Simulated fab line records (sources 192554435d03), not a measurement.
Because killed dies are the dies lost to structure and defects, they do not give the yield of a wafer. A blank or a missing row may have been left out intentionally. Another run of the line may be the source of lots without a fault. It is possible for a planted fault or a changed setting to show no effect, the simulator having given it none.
Chamber matching | flow n5-finfet | N5_BEOL_M9_ETCH_65 on rie-diel-02: 4 sister chambers
The step etches SiARC in CF4, target depth 15.6 nm, time 26 s. 8 wafers are shown with their chamber, then 8 later ones without.

== WAFERS WITH THEIR CHAMBER ==
wafer  | chamber | showerhead-plenum-p-Torr (Torr) | throttle-valve-pct (%)
L074.6 | 0       | 2.09                            | 15.36
L079.4 | 2       | 2.10                            | 15.57
L083.3 | 2       | 2.10                            | 15.60
L083.5 | 0       | 2.09                            | 15.35
L085.3 | 3       | 2.04                            | 15.81
L085.4 | 1       | 2.04                            | 15.99
L085.5 | 3       | 2.04                            | 15.81
L086.3 | 1       | 2.03                            | 16.03

== WAFERS WHOSE CHAMBER IS MISSING ==
wafer  | showerhead-plenum-p-Torr (Torr) | throttle-valve-pct (%)
L086.4 | 2.08                            | 15.38
L086.6 | 2.03                            | 16.03
L094.2 | 2.28                            | 15.35
L094.3 | 2.09                            | 15.67
L094.6 | 2.08                            | 15.43
L096.1 | 2.29                            | 15.49
L096.3 | 2.28                            | 15.34
L096.5 | 2.08                            | 15.43

== WHICH CHAMBER EACH WENT THROUGH ==
wafer  | from the rows above     | in truth
L086.4 | 0                       | 0
L086.6 | 1                       | 1
L094.2 | can't be placed: 2 or 0 | 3
L094.3 | 2                       | 2
L094.6 | 0                       | 0
L096.1 | 2                       | 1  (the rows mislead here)
L096.3 | can't be placed: 2 or 0 | 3
L096.5 | 0                       | 0
5 of 8 placed correctly. These rows do not allow placing 2 (true chamber among the candidates in 0). 1 placed wrongly.
How it was worked out, from the rows above alone: a wafer's distance from a chamber is the root of the sum, over the readings, of the square of ((its reading less the chamber's mean) divided by the reading's scatter). The wafer belongs to the nearest chamber; if the next one is less than 2 further off, it can't be placed. For every chamber, the mean is computed from those of its wafers that are shown. The scatter is the square root of a quotient: the sum, over the shown wafers, of each reading's squared deviation from its chamber's mean, divided by wafers minus chambers.
